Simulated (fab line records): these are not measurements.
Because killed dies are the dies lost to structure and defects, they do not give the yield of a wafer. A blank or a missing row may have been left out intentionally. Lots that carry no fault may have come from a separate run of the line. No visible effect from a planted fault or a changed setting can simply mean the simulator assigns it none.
Chamber matching -- flow n5_finfet -- 4 sister chambers for N5_BEOL_M6_ETCH_65 on rie_diel-05
The step etches SiARC in CF4, target depth 15.6 nm, time 26 s. 4 wafers are shown with their chamber, then 9 later ones without.

## WAFERS, EACH WITH ITS CHAMBER
wafer,chamber,showerhead_plenum_p_Torr (Torr)
L082.1,0,2.08
L082.5,3,2.11
L085.5,1,2.09
L085.6,2,2.18

## WAFERS WHOSE CHAMBER IS MISSING
wafer,showerhead_plenum_p_Torr (Torr)
L086.1,2.09
L086.2,2.11
L086.3,2.18
L088.2,2.08
L088.3,2.07
L088.5,2.18
L095.3,2.07
L095.4,2.11
L095.5,2.07

## CHAMBER TAKEN BY EACH
wafer,from the rows above,in truth
L086.1,can't be placed: 1 or 0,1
L086.2,3,3
L086.3,2,2
L088.2,can't be placed: 0 or 1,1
L088.3,can't be placed: 0 or 1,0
L088.5,2,2
L095.3,can't be placed: 0 or 1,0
L095.4,3,3
L095.5,can't be placed: 0 or 1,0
Correctly placed: 4 of 9. These rows do not allow placing 5 (true chamber among the candidates in 5). Placed wrongly: 0.
How it was worked out, from the rows above alone: a wafer's distance from a chamber is the root of the sum, over the readings, of the square of ((its reading less the chamber's mean) divided by the reading's scatter). The wafer belongs to the nearest chamber; if the next one is less than 2 further off, it can't be placed. For every chamber, the mean is computed from those of its wafers that are shown. The scatter: root of mean squared gap, hidden wafer to nearest shown wafer, with one shown wafer a chamber.
